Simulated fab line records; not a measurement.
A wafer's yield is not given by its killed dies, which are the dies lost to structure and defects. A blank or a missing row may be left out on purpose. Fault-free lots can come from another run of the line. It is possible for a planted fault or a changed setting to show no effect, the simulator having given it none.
fab line records | flow n5Finfet
[record] lots = 24 wafers = 72 lastDay = 18
route steps=1938 shown FIN_SAQP@147 FIN_CUT@168 STI_FIN_REVEAL@199 DUMMY_GATE@218
lots that met no fault: from a run of the same line without faults
startH: hours from the record's opening day to when the first of the lot's shown wafers began | waitH: hours elapsed since this lot's preceding step | " the same as in the row above | L1.1+2: one row covering several wafers at once | - no value present, or no start provided | * or withheld: withheld | < > ~ a bound
route shown NAME@n: names a module that has steps shown in the file, with the first one's number in the route | usual: the fault-free wafers' mean and standard deviation | same: alike in all rows | chamber/n: place in a boat | sites: readings site by site | _std_site: standard deviation of those values | _edge_site: the outer-site mean with the inner-site mean subtracted | radiusMm: how far each site lies from the wafer's centre | mask NAME#n: copy n | behind: tool/chamber where the wafer was last shaped | hold: why the lot went on hold/how many hours it stayed there/how the hold came to an end | device: the n, p or np transistor that did not switch | end of line: at the end of the route, the tests of the same wafers | for a step that has no rows: nothing shown but its recipe | killed: at the first sort, the dies lost to defects and structure; wafer yield is something else | map: per-die view of a wafer (x killed, . not killed, _ where there is no die)
set.NAME: the run value of the setting; set.NAME@STEP: its run value at that earlier step | model.NAME: the simulator's own value behind a step, which no gauge read
the route's steps for a sample of lots (tables are steps, rows are wafers)
services: a tool's chamber out of use, with start hour (startH, from the record's first day; less than 0 if before it), hours out, and reason
[[steps]]
[step N5_FIN_SAQP_FIN_ETCH_36]
[recipe] chemistry = HBr/Cl2/O2 targetDepthA = 1200 maskMaterial = SiNx timeS = 50.4 biasW = 102 pressureMtorr = 10 icpW = 800 HBr_flow_sccm = 150 Cl2_flow_sccm = 80 O2_flow_sccm = 12
[usual] drypumpMotorCurrentA = 5.6/0.53 oesProductAu = 0.997/0.018 throttleValvePct = 36.0/0.53
// columns lot.wafer tool chamber startH waitH drypumpMotorCurrentA oesProductAu rfHoursCounterH throttleValvePct
L074.3 rieSi-03 1 27.57 0.0 5.1 0.998 127 35.5
L074.5 " 0 " " 5.7 0.963 - 36.5
L074.6 " 1 " " 5.1 1.002 - 35.5
L075.2 rieSi-02 0 33.64 0.0 4.9 0.982 96 36.7
L075.5 " 1 " " 4.9 1.013 - 35.1
L075.6 " 2 " " 6.4 0.984 - 36.0
L076.1 rieSi-05 2 38.18 0.0 6.4 0.993 141 36.0
L076.4 " 1 " " 5.7 0.997 54 35.9
L076.6 " 2 " " 6.4 0.984 - 36.0
L077.2 rieSi-02 0 46.07 0.0 4.9 0.981 96 36.7
L077.3 " 1 " " 4.9 1.027 178 35.1
L077.4 " 3 " " 5.8 0.975 116 35.0
L078.3 rieSi-05 3 51.31 0.0 5.3 0.992 125 36.4
L078.4 " 0 " " 5.3 1.014 58 36.0
L078.6 " 1 " " 5.7 0.989 - 35.9
L079.1 rieSi-02 3 57.02 0.0 5.8 0.971 116 35.0
L079.4 " 1 " " 4.9 1.020 178 35.1
L079.6 " 0 " " 4.9 0.995 - 36.7
L080.1 rieSi-05 2 62.05 0.0 6.4 0.990 142 36.0
L080.2 " 0 " " 5.3 1.012 58 36.1
L080.3 " 1 " " 5.7 0.988 54 35.9
L081.2 rieSi-03 3 68.74 0.0 6.0 0.992 41 36.0
L081.4 " 1 " " 5.1 1.011 128 35.5
L081.6 " 0 " " 5.7 0.978 - 36.5
L082.2 rieSi-05 1 76.65 0.0 5.7 0.982 54 35.9
L082.3 " 3 " " 5.4 0.983 125 36.4
L082.6 " 3 " " 5.3 0.989 - 36.4
L083.1 rieSi-02 3 81.13 0.0 5.8 0.978 117 35.0
L083.3 " 0 " " 4.9 0.996 96 36.7
L083.6 " 2 " " 6.4 0.990 - 36.0
L084.1 rieSi-02 0 87.61 0.0 4.9 0.987 97 36.8
L084.2 " 3 " " 5.9 0.972 117 35.0
L084.5 " 2 " " 6.4 0.992 - 36.0
L085.4 rieSi-05 1 101.35 0.0 5.7 0.993 55 35.9
L085.5 " 0 " " 5.3 0.991 - 36.1
L085.6 " 3 " " 5.3 0.996 - 36.4
L086.2 rieSi-05 1 102.92 0.0 5.7 0.988 55 35.9
L086.4 " 2 " " 6.4 1.009 143 36.0
L086.6 " 1 " " 5.7 1.003 - 35.9
L087.1 rieSi-02 1 106.32 0.0 4.9 1.022 179 35.1
L087.2 " 3 " " 5.8 0.967 117 35.0
L087.3 " 0 " " 4.9 0.992 97 36.8
L088.1 rieSi-05 3 110.64 0.0 5.3 0.996 126 36.4
L088.2 " 2 " " 6.4 0.994 143 36.0
L088.3 " 1 " " 5.7 1.002 55 35.9
L089.1 rieSi-03 3 115.81 0.0 6.0 0.997 41 36.0
L089.3 " 0 " " 5.7 0.963 91 36.5
L089.4 " 2 " " 6.0 1.029 19 36.5
L090.2 rieSi-03 2 121.54 0.0 6.1 1.039 19 36.5
L090.3 " 0 " " 5.7 0.972 92 36.5
L090.5 " 2 " " 6.0 1.043 - 36.5
L091.3 rieSi-02 3 127.99 0.0 5.8 0.974 118 35.0
L091.4 " 0 " " 4.9 0.995 97 36.7
L091.6 " 0 " " 4.9 0.982 - 36.8
L092.2 rieSi-05 3 134.82 0.0 5.3 0.992 126 36.4
L092.4 " 0 " " 5.3 1.009 59 36.1
L092.6 " 2 " " 6.4 0.998 - 36.0
L093.1 rieSi-02 2 140.68 0.0 6.4 0.998 118 36.0
L093.4 " 3 " " 5.8 0.969 118 35.0
L093.6 " 2 " " 6.4 1.003 - 36.0
L094.1 rieSi-05 1 148.14 0.0 5.7 1.005 56 35.9
L094.2 " 0 " " 5.3 1.001 60 36.1
L094.3 " 2 " " 6.4 1.011 143 36.0
L095.3 rieSi-03 3 153.28 0.0 6.0 0.992 42 36.0
L095.5 " 0 " " 5.7 0.985 - 36.5
L095.6 " 3 " " 6.0 0.986 - 36.0
L096.2 rieSi-02 0 157.64 0.0 4.9 0.983 98 36.8
L096.3 " 3 " " 5.8 0.969 118 35.0
L096.5 " 3 " " 5.9 0.976 - 35.0
L097.2 rieSi-03 3 163.45 0.0 6.0 0.999 42 36.0
L097.4 " 1 " " 5.1 0.992 130 35.5
L097.5 " 1 " " 5.1 0.989 - 35.5
[step N5_FIN_CUT_ETCH_20]
[recipe] chemistry = CF4 target = SiARC targetDepthA = 260 maskMaterial = CAR-EUV timeS = 43.3 ionEnergyEv = 80 pressureMtorr = 40 sourceW = 545 biasW = 36 Ar_flow_sccm = 100 cf4FlowSccm = 100 ends = cleared
[usual] drypumpMotorCurrentA = 5.7/0.41 etchRfOnTimeS = 43.3/1.2 oesProductAu = 0.64/0.04 rfVppV = 184.2/1.2 showerheadPlenumPTorr = 2.15/0.073 throttleValvePct = 15.79/0.27
// columns lot.wafer tool chamber startH waitH drypumpMotorCurrentA etchRfOnTimeS oesProductAu rfHoursCounterH rfVppV showerheadPlenumPTorr throttleValvePct
L074.3 rieDiel-06 1 28.65 0.0 6.5 46.1 0.55 247 181.7 2.02 15.92
L074.5 " 2 " " 5.6 42.2 0.64 - 184.6 2.12 16.04
L074.6 " 3 " " 5.8 41.4 0.72 - 182.7 2.00 15.22
L075.2 rieDiel-01 1 34.37 0.0 5.5 42.4 0.63 206 185.5 2.21 15.99
L075.5 " 3 " " 5.4 43.0 0.70 - 186.8 2.18 15.92
L075.6 " 2 " " 5.4 45.0 0.65 - 185.4 2.22 15.62
L076.1 rieDiel-01 2 39.61 0.0 5.4 44.3 0.64 140 185.6 2.22 15.62
L076.4 " 3 " " 5.4 43.0 0.69 94 184.9 2.18 15.91
L076.6 " 2 " " 5.4 44.6 0.65 - 185.2 2.22 15.61
L077.2 rieDiel-01 0 46.92 0.0 5.5 44.6 0.62 183 183.4 2.15 15.89
L077.3 " 2 " " 5.4 44.7 0.65 144 185.3 2.22 15.63
L077.4 " 1 " " 5.5 42.7 0.62 210 185.4 2.21 15.98
L078.3 rieDiel-01 3 52.17 0.0 5.4 42.3 0.69 98 183.8 2.18 15.93
L078.4 " 2 " " 5.4 44.6 0.64 146 184.9 2.22 15.63
L078.6 " 3 " " 5.4 42.5 0.70 - 185.6 2.18 15.94
L079.1 rieDiel-06 0 57.88 0.0 6.5 41.9 0.67 150 184.3 2.05 15.27
L079.4 " 0 " " 6.5 42.2 0.66 - 180.8 2.05 15.27
L079.6 " 3 " " 5.9 41.9 0.70 - 182.9 2.00 15.25
L080.1 rieDiel-03 0 62.90 0.0 5.8 44.0 0.67 118 186.1 2.23 15.83
L080.2 " 2 " " 6.2 46.1 0.59 166 184.1 2.24 15.88
L080.3 " 1 " " 6.8 42.9 0.62 167 181.6 2.06 15.89
L081.2 rieDiel-01 3 70.71 0.0 5.4 42.8 0.69 104 184.0 2.18 15.94
L081.4 " 2 " " 5.4 45.1 0.64 151 184.2 2.22 15.63
L081.6 " 0 " " 5.5 44.1 0.62 - 183.5 2.14 15.89
L082.2 rieDiel-01 2 77.57 0.0 5.4 44.9 0.63 153 184.8 2.22 15.63
L082.3 " 1 " " 5.5 42.4 0.62 219 186.1 2.21 16.02
L082.6 " 0 " " 5.5 44.3 0.61 - 184.2 2.14 15.88
L083.1 rieDiel-01 0 81.98 0.0 5.5 44.2 0.61 194 184.8 2.14 15.91
L083.3 " 2 " " 5.4 44.2 0.64 154 183.8 2.22 15.64
L083.6 " 2 " " 5.4 44.6 0.64 - 186.5 2.22 15.66
L084.1 rieDiel-01 0 88.47 0.0 5.5 44.4 0.61 196 185.9 2.14 15.90
L084.2 " 3 " " 5.4 43.2 0.68 110 186.1 2.17 15.94
L084.5 " 1 " " 5.5 42.4 0.61 - 184.8 2.20 16.01
L085.4 rieDiel-03 2 102.20 0.0 6.2 46.6 0.59 176 185.6 2.23 15.88
L085.5 " 1 " " 6.8 43.4 0.61 - 185.1 2.05 15.93
L085.6 " 0 " " 5.7 44.7 0.66 - 185.1 2.23 15.86
L086.2 rieDiel-06 1 103.65 0.0 6.5 44.6 0.77 13 185.1 2.27 15.43
L086.4 " 0 " " 6.5 41.8 0.67 162 183.9 2.05 15.29
L086.6 " 2 " " 5.6 42.6 0.61 - 184.9 2.11 16.06
L087.1 rieDiel-01 0 107.05 0.0 5.5 44.4 0.61 199 183.8 2.14 15.91
L087.2 " 2 " " 5.4 44.6 0.62 163 184.4 2.22 15.66
L087.3 " 1 " " 5.5 42.5 0.61 229 184.2 2.20 16.02
L088.1 rieDiel-01 3 111.37 0.0 5.4 42.9 0.67 117 184.2 2.17 15.96
L088.2 " 0 " " 5.5 44.4 0.61 200 183.5 2.14 15.90
L088.3 " 1 " " 5.5 42.7 0.61 230 183.1 2.20 16.03
L089.1 rieDiel-03 0 116.66 0.0 5.7 44.6 0.65 134 184.1 2.23 15.87
L089.3 " 3 " " 5.8 42.6 0.69 90 183.4 2.08 15.23
L089.4 " 2 " " 6.2 46.8 0.58 180 185.7 2.23 15.89
L090.2 rieDiel-01 1 122.40 0.0 5.5 42.3 0.61 233 185.0 2.20 16.04
L090.3 " 3 " " 5.4 42.7 0.67 121 184.5 2.17 15.99
L090.5 " 1 " " 5.5 42.6 0.61 - 184.8 2.20 16.04
L091.3 rieDiel-01 0 128.72 0.0 5.5 44.3 0.61 204 183.7 2.14 15.91
L091.4 " 3 " " 5.4 42.5 0.68 - 183.8 2.17 15.97
L091.6 " 1 " " 5.5 42.0 0.62 - 186.0 2.20 16.04
L092.2 rieDiel-03 1 135.56 0.0 6.8 43.2 0.61 188 183.1 2.05 15.94
L092.4 " 2 " " 6.2 45.4 0.59 186 185.1 2.23 15.91
L092.6 " 1 " " 6.8 43.1 0.60 - 181.8 2.05 15.93
L093.1 rieDiel-06 2 141.88 0.0 5.6 43.2 0.60 234 183.9 2.10 16.09
L093.4 " 3 " " 5.9 41.3 0.69 115 181.2 1.99 15.31
L093.6 " 3 " " 5.9 41.2 0.68 - 182.7 1.99 15.31
L094.1 rieDiel-06 1 148.87 0.0 6.5 43.6 0.76 27 185.5 2.26 15.46
L094.2 " 3 " " 5.9 40.8 0.68 117 182.4 1.99 15.32
L094.3 " 0 " " 6.5 41.5 0.65 175 182.7 2.05 15.33
L095.3 rieDiel-01 1 154.71 0.0 5.5 42.3 0.61 244 183.7 2.20 16.06
L095.5 " 2 " " 5.4 44.9 0.62 - 185.3 2.21 15.67
L095.6 " 1 " " 5.5 42.1 0.61 - 184.3 2.20 16.07
L096.2 rieDiel-06 3 158.50 0.0 5.8 41.5 0.68 119 181.0 1.99 15.31
L096.3 " 0 " " 6.5 42.5 0.65 178 183.3 2.04 15.32
L096.5 " 2 " " 5.6 43.4 0.60 - 183.6 2.10 16.10
L097.2 rieDiel-01 3 164.18 0.0 5.4 42.5 0.66 134 183.5 2.16 16.02
L097.4 " 1 " " 5.5 41.4 0.61 248 184.7 2.20 16.07
L097.5 " 0 " " 5.5 43.8 0.60 - 183.3 2.14 15.94
[step N5_STI_FIN_REVEAL_ETCH_34]
[recipe] chemistry = H2 mode = isotropic material = Si target = Si targetDepthA = 9.7 tempC = 20 pressureMtorr = 4.5 icpW = 300 biasW = 0 h2FlowSccm = 7.5 heFlowSccm = 142.5
[usual] drypumpMotorCurrentA = 5.6/0.51 oesProductAu = 1.003/0.022 throttleValvePct = 25.7/0.66
// columns lot.wafer tool chamber startH waitH drypumpMotorCurrentA oesProductAu rfHoursCounterH throttleValvePct
L074.3 rieSi-03 1 37.92 0.1 5.1 1.000 127 25.2
L074.5 " 3 " " 6.0 0.994 - 25.6
L074.6 " 0 " " 5.7 0.971 - 26.5
L075.2 rieSi-02 1 43.37 0.1 4.9 1.028 178 25.0
L075.5 " 3 " " 5.8 0.970 - 24.9
L075.6 " 1 " " 4.9 1.035 - 25.0
L076.1 rieSi-03 2 52.20 0.2 6.1 1.035 18 26.1
L076.4 " 0 " " 5.7 0.977 90 26.5
L076.6 " 2 " " 6.1 1.035 - 26.1
L077.2 rieSi-03 0 57.52 0.1 5.7 0.972 90 26.5
L077.3 " 3 " " 6.0 0.987 40 25.6
L077.4 " 1 " " 5.1 1.002 128 25.2
L078.3 rieSi-02 1 61.36 0.1 4.9 1.045 178 25.0
L078.4 " 2 " " 6.4 1.003 116 25.5
L078.6 " 1 " " 4.9 1.039 - 25.0
L079.1 rieSi-05 1 66.75 0.2 5.7 0.992 54 25.5
L079.4 " 0 " " 5.3 1.001 58 25.3
L079.6 " 1 " " 5.7 0.990 - 25.5
L080.1 rieSi-03 0 71.84 0.2 5.7 0.962 91 26.5
L080.2 " 2 " " 6.0 1.030 18 26.1
L080.3 " 3 " " 6.0 0.990 41 25.5
L081.2 rieSi-05 1 80.66 0.1 5.7 1.003 54 25.5
L081.4 " 3 " " 5.3 1.012 125 26.2
L081.6 " 3 " " 5.4 1.009 - 26.2
L082.2 rieSi-05 1 86.87 0.1 5.7 1.000 54 25.5
L082.3 " 3 " " 5.3 1.018 125 26.2
L082.6 " 2 " " 6.4 1.019 - 25.2
L083.1 rieSi-03 0 91.90 0.2 5.7 0.971 91 26.5
L083.3 " 1 " " 5.1 1.001 128 25.2
L083.6 " 2 " " 6.0 1.044 - 26.1
L084.1 rieSi-02 1 98.42 0.2 4.9 1.042 179 25.0
L084.2 " 0 " " 4.9 0.999 97 27.3
L084.5 " 0 " " 4.9 1.003 - 27.3
L085.4 rieSi-03 3 111.35 0.1 6.0 0.977 41 25.5
L085.5 " 3 " " 6.0 0.983 - 25.6
L085.6 " 2 " " 6.0 1.024 - 26.1
L086.2 rieSi-02 0 112.61 0.1 4.9 1.011 97 27.3
L086.4 " 1 " " 4.9 1.043 179 25.0
L086.6 " 3 " " 5.9 0.982 - 24.9
L087.1 rieSi-02 3 116.12 0.2 5.8 0.970 117 24.9
L087.2 " 2 " " 6.4 1.005 117 25.5
L087.3 " 1 " " 4.9 1.032 179 25.0
L088.1 rieSi-03 1 120.43 0.2 5.1 0.985 129 25.2
L088.2 " 2 " " 6.0 1.032 19 26.1
L088.3 " 3 " " 6.0 0.982 42 25.5
L089.1 rieSi-03 1 126.47 0.2 5.1 0.986 129 25.2
L089.3 " 0 " " 5.7 0.964 92 26.5
L089.4 " 3 " " 6.0 0.980 42 25.6
L090.2 rieSi-02 1 131.49 0.1 4.9 1.036 179 25.0
L090.3 " 0 " " 4.9 1.014 97 27.3
L090.5 " 1 " " 4.9 1.028 - 25.0
L091.3 rieSi-02 1 137.66 0.1 4.9 1.034 180 25.0
L091.4 " 2 " " 6.4 0.994 118 25.5
L091.6 " 1 " " 4.9 1.042 - 25.0
L092.2 rieSi-05 3 144.54 0.1 5.4 1.017 126 26.2
L092.4 " 1 " " 5.7 0.988 55 25.5
L092.6 " 1 " " 5.7 0.993 - 25.5
L093.1 rieSi-02 3 151.22 0.2 5.8 0.978 118 24.9
L093.4 " 2 " " 6.4 0.989 118 25.5
L093.6 " 2 " " 6.4 0.988 - 25.5
L094.1 rieSi-05 0 157.86 0.2 5.3 0.995 60 25.3
L094.2 " 3 " " 5.3 1.016 127 26.2
L094.3 " 1 " " 5.7 0.998 56 25.5
L095.3 rieSi-05 1 163.87 0.1 5.7 1.000 56 25.6
L095.5 " 0 " " 5.3 0.994 - 25.3
L095.6 " 3 " " 5.3 1.016 - 26.1
L096.2 rieSi-03 2 167.84 0.1 6.1 1.022 20 26.2
L096.3 " 1 " " 5.1 0.985 130 25.2
L096.5 " 2 " " 6.0 1.027 - 26.1
L097.2 rieSi-05 1 173.37 0.1 5.7 0.994 56 25.5
L097.4 " 2 " " 6.4 1.010 144 25.2
L097.5 " 0 " " 5.3 0.994 - 25.3
[step N5_STI_FIN_REVEAL_OXIDATION_33]
[recipe] chemistry = O2_PLASMA_REMOTE tempC = 150 timeS = 20 pressureMtorr = 1000 sourcePowerW = 2000 o2FlowSccm = 3000
[usual] drypumpMotorCurrentA = 5.55/0.16 heaterPowerW = 147/12
// columns lot.wafer tool chamber startH waitH drypumpMotorCurrentA heaterPowerW rfHoursCounterH
L074.3 plasmaAsher-01 0 38.36 0.0 5.27 163 -
L074.5 " 1 " " 5.70 133 -
L074.6 " 0 " " 5.26 163 -
L075.2 plasmaAsher-02 0 43.78 0.0 5.61 148 81
L075.5 " 0 " " 5.64 144 -
L075.6 " 1 " " 5.56 153 -
L076.1 plasmaAsher-02 1 52.65 0.1 5.54 155 82
L076.4 " 0 " " 5.69 143 -
L076.6 " 0 " " 5.68 142 -
L077.2 plasmaAsher-01 0 57.94 0.0 5.26 167 33
L077.3 " 1 " " 5.67 130 -
L077.4 " 0 " " 5.25 163 -
L078.3 plasmaAsher-02 0 61.79 0.0 5.68 145 -
L078.4 " 1 " " 5.55 145 -
L078.6 " 1 " " 5.58 150 -
L079.1 plasmaAsher-02 1 67.16 0.0 5.56 148 85
L079.4 " 0 " " 5.68 141 -
L079.6 " 0 " " 5.66 143 -
L080.1 plasmaAsher-02 1 72.28 0.0 5.55 148 86
L080.2 " 0 " " 5.60 139 86
L080.3 " 0 " " 5.65 145 -
L081.2 plasmaAsher-02 1 81.07 0.0 5.61 153 87
L081.4 " 1 " " 5.59 151 -
L081.6 " 0 " " 5.61 143 -
L082.2 plasmaAsher-01 1 87.29 0.0 5.69 132 38
L082.3 " 0 " " 5.27 160 -
L082.6 " 1 " " 5.70 131 -
L083.1 plasmaAsher-02 1 92.37 0.0 5.58 150 90
L083.3 " 1 " " 5.55 153 -
L083.6 " 0 " " 5.62 144 -
L084.1 plasmaAsher-01 1 98.84 0.0 5.69 133 40
L084.2 " 0 " " 5.28 159 40
L084.5 " 0 " " 5.27 167 -
L085.4 plasmaAsher-02 0 111.78 0.0 5.62 141 -
L085.5 " 0 " " 5.66 143 -
L085.6 " 1 " " 5.58 153 -
L086.2 plasmaAsher-01 0 113.02 0.0 5.28 161 44
L086.4 " 1 " " 5.70 130 -
L086.6 " 1 " " 5.70 134 -
L087.1 plasmaAsher-02 0 116.53 0.0 5.64 144 94
L087.2 " 1 " " 5.53 149 94
L087.3 " 0 " " 5.68 146 -
L088.1 plasmaAsher-01 1 120.84 0.0 5.71 131 45
L088.2 " 0 " " 5.26 164 45
L088.3 " 0 " " 5.26 165 -
L089.1 plasmaAsher-02 1 126.88 0.0 5.56 153 96
L089.3 " 0 " " 5.63 142 -
L089.4 " 1 " " 5.57 154 -
L090.2 plasmaAsher-01 1 131.91 0.0 5.72 133 47
L090.3 " 0 " " 5.29 167 -
L090.5 " 0 " " 5.27 162 -
L091.3 plasmaAsher-02 1 138.09 0.0 5.56 151 -
L091.4 " 0 " " 5.63 146 -
L091.6 " 1 " " 5.57 153 -
L092.2 plasmaAsher-02 1 145.27 0.0 5.54 153 99
L092.4 " 1 " " 5.55 151 -
L092.6 " 1 " " 5.54 148 -
L093.1 plasmaAsher-01 0 151.86 0.3 5.28 163 51
L093.4 " 1 " " 5.70 127 -
L093.6 " 0 " " 5.26 158 -
L094.1 plasmaAsher-02 1 158.27 0.0 5.59 152 102
L094.2 " 0 " " 5.68 147 102
L094.3 " 1 " " 5.58 151 -
L095.3 plasmaAsher-01 1 164.30 0.0 5.70 133 -
L095.5 " 1 " " 5.71 131 -
L095.6 " 0 " " 5.28 166 -
L096.2 plasmaAsher-01 0 168.42 0.0 5.30 158 55
L096.3 " 1 " " 5.70 132 -
L096.5 " 1 " " 5.71 129 -
L097.2 plasmaAsher-01 1 173.79 0.0 5.71 132 56
L097.4 " 1 " " 5.68 129 -
L097.5 " 1 " " 5.71 130 -
[step N5_DUMMY_GATE_CMP_04]
[recipe] material = a-Si postCmpClean = alkalineBrush
[usual] motorCurrentA = 10.1/1.3 timeToEndpointS = 13.9/2.6
// columns lot.wafer tool chamber startH waitH motorCurrentA timeToEndpointS
L074.3 cmp-01 0 43.98 0.1 11.6 16.8
L074.6 " 3 " " 10.6 14.0
L074.5 " 0 " " 12.1 16.1
L075.2 cmp-03 0 48.78 0.1 10.1 10.9
L075.6 " 3 " " 10.1 11.2
L075.5 " 0 " " 9.8 11.7
L076.4 cmp-02 3 57.35 0.1 10.5 12.4
L076.1 " 0 " " 9.0 14.9
L076.6 " 3 " " 10.1 10.7
L077.3 cmp-02 2 62.20 0.1 8.1 14.7
L077.2 " 3 " " 10.8 13.7
L077.4 " 0 " " 9.0 16.5
L078.4 cmp-02 2 66.02 0.1 7.8 12.9
L078.3 " 3 " " 9.9 11.3
L078.6 " 1 " " 11.3 13.4
L079.1 cmp-02 1 71.44 0.1 11.5 18.6
L079.4 " 3 " " 10.5 13.4
L079.6 " 1 " " 11.6 16.6
L080.2 cmp-02 2 76.53 0.1 8.1 14.0
L080.3 " 3 " " 10.7 13.8
L080.1 " 0 " " 9.3 15.7
L081.4 cmp-01 2 85.36 0.1 8.9 11.1
L081.2 " 3 " " 11.0 14.9
L081.6 " 0 " " 11.3 16.9
L082.3 cmp-01 3 93.66 0.0 10.7 12.6
L082.2 " 0 " " 11.7 16.3
L082.6 " 3 " " 11.3 15.9
L083.1 cmp-02 1 100.66 0.1 11.8 14.3
L083.3 " 2 " " 7.7 12.3
L083.6 " 0 " " 9.3 14.0
L084.1 cmp-02 3 103.65 0.1 10.0 15.6
L084.2 " 1 " " 11.7 13.9
L084.5 " 3 " " 10.0 14.1
L085.4 cmp-01 1 116.11 0.1 8.9 9.6
L085.5 " 2 " " 9.7 9.7
L085.6 " 3 " " 11.2 13.8
L086.4 cmp-03 1 117.56 0.1 11.9 14.2
L086.2 " 2 " " 12.9 11.0
L086.6 " 0 " " 10.0 13.3
L087.3 cmp-02 2 121.15 0.0 8.0 13.3
L087.1 " 3 " " 11.2 13.4
L087.2 " 0 " " 9.2 19.3
L088.3 cmp-02 3 126.88 0.0 10.1 13.7
L088.1 " 0 " " 8.8 14.4
L088.2 " 1 " " 12.3 16.5
L089.3 cmp-01 3 131.74 0.0 11.4 16.6
L089.4 " 0 " " 11.4 17.2
L089.1 " 2 " " 9.4 11.5
L090.2 cmp-02 3 136.20 0.1 10.2 14.6
L090.3 " 0 " " 9.1 19.7
L090.5 " 2 " " 7.8 15.6
L091.4 cmp-01 2 142.36 0.0 9.1 11.7
L091.3 " 0 " " 11.1 19.4
L091.6 " 3 " " 10.2 17.9
L092.2 cmp-03 2 150.83 0.0 12.4 14.6
L092.4 " 3 " " 10.3 14.9
L092.6 " 2 " " 12.7 15.1
L093.4 cmp-03 2 156.15 0.1 12.3 13.1
L093.1 " 3 " " 10.3 13.6
L093.6 " 0 " " 10.2 12.7
L094.3 cmp-03 2 164.01 0.0 12.2 13.7
L094.1 " 0 " " 9.9 13.1
L094.2 " 1 " " 10.0 16.7
L095.3 cmp-03 3 174.31 0.0 10.1 13.6
L095.6 " 3 " " 9.9 15.1
L095.5 " 0 " " 10.5 13.1
L096.2 cmp-01 1 174.54 0.1 9.3 9.1
L096.3 " 2 " " 9.5 14.6
L096.5 " 0 " " 12.2 18.0
L097.2 cmp-01 2 178.04 0.1 8.9 8.7
L097.4 " 0 " " 11.9 16.4
L097.5 " 1 " " 9.0 5.0
[step N5_DUMMY_GATE_CD_MEAS_15]
[recipe] targetCdNm = 25.8 landingEnergyEv = 500 detector = seInlens
[usual] cdNm = 24.95/0.28
// columns lot.wafer tool chamber startH waitH cdNm
L074.3 cdSem-01 0 48.49 - 25.37
L074.5 " 0 " " 25.23
L074.6 " 0 " " 24.81
L075.2 cdSem-02 0 53.29 - 24.71
L075.5 " 0 " " 24.86
L075.6 " 0 " " 24.91
L076.1 cdSem-03 0 61.97 - 25.20
L076.4 " 0 " " 24.76
L076.6 " 0 " " 25.27
L077.2 cdSem-02 0 66.83 - 24.80
L077.3 " 0 " " 24.85
L077.4 " 0 " " 25.26
L078.3 cdSem-03 0 70.66 - 25.39
L078.4 " 0 " " 24.86
L078.6 " 0 " " 25.30
L079.1 cdSem-01 0 75.98 - 24.75
L079.4 " 0 " " 25.26
L079.6 " 0 " " 25.19
L080.1 cdSem-02 0 81.03 - 25.11
L080.2 " 0 " " 24.52
L080.3 " 0 " " 24.74
L081.2 cdSem-03 0 89.85 - 24.63
L081.4 " 0 " " 25.14
L081.6 " 0 " " 25.23
L082.2 cdSem-01 0 98.33 - 25.26
L082.3 " 0 " " 24.65
L082.6 " 0 " " 25.30
L083.1 cdSem-03 0 105.13 - 25.13
L083.3 " 0 " " 25.13
L083.6 " 0 " " 25.00
L084.1 cdSem-02 0 108.15 - 24.97
L084.2 " 0 " " 25.17
L084.5 " 0 " " 25.36
L085.4 cdSem-01 0 120.55 - 24.99
L085.5 " 0 " " 24.70
L085.6 " 0 " " 25.57
L086.2 cdSem-01 0 124.58 - 25.25
L086.4 " 0 " " 25.00
L086.6 " 0 " " 24.77
L087.1 cdSem-02 0 128.48 - 25.07
L087.2 " 0 " " 24.97
L087.3 " 0 " " 24.82
L088.1 cdSem-02 0 131.43 - 25.03
L088.2 " 0 " " 24.88
L088.3 " 0 " " 24.70
L089.1 cdSem-02 0 136.27 - 24.51
L089.3 " 0 " " 24.37
L089.4 " 0 " " 24.74
L090.2 cdSem-01 0 140.73 - 25.18
L090.3 " 0 " " 24.96
L090.5 " 0 " " 25.36
L091.3 cdSem-03 0 146.89 - 24.55
L091.4 " 0 " " 24.75
L091.6 " 0 " " 24.84
L092.2 cdSem-02 0 160.38 - 24.81
L092.4 " 0 " " 24.60
L092.6 " 0 " " 24.82
L093.1 cdSem-01 0 160.74 - 24.65
L093.4 " 0 " " 24.69
L093.6 " 0 " " 24.96
L094.1 cdSem-03 0 168.55 - 25.06
L094.2 " 0 " " 24.68
L094.3 " 0 " " 25.06
L095.3 cdSem-02 0 178.98 - 25.11
L095.5 " 0 " " 25.18
L095.6 " 0 " " 25.22
L096.2 cdSem-03 0 182.19 - 25.03
L096.3 " 0 " " 24.94
L096.5 " 0 " " 25.07
L097.2 cdSem-02 0 182.90 - 24.94
L097.4 " 0 " " 24.57
L097.5 " 0 " " 25.28
[[services]]
// columns tool chamber startH hours kind
rieSi-03 - 11.05 0.1 repair
cmp-03 - 25.83 0.5 repair
rieDiel-03 - 27.94 15.6 pm
rieSi-02 2 38.22 5.3 repair
cmp-02 - 86.03 4.8 pm
rieDiel-01 0 90.51 8.2 repair
rieDiel-06 0 92.45 4.8 repair
plasmaAsher-02 - 95.35 2.5 repair
cmp-02 - 98.95 0.2 repair
rieSi-03 0 104.55 5.4 repair
rieSi-02 2 105.70 4.0 repair
rieSi-05 - 107.59 2.8 pm
rieDiel-01 0 116.14 1.5 repair
cmp-03 - 120.98 2.5 repair
rieDiel-01 2 127.11 6.6 repair
cmp-02 - 130.90 4.0 pm
rieDiel-03 2 140.26 5.8 repair
rieSi-05 1 140.86 2.5 repair
cmp-01 - 146.36 3.7 repair
rieDiel-06 1 154.34 5.2 repair
rieSi-02 1 156.72 4.8 repair
cmp-02 - 171.99 2.0 repair
rieDiel-01 1 176.55 - clean
rieDiel-01 1 176.55 - consumableReplace:focusRing
[[key]]
fault none
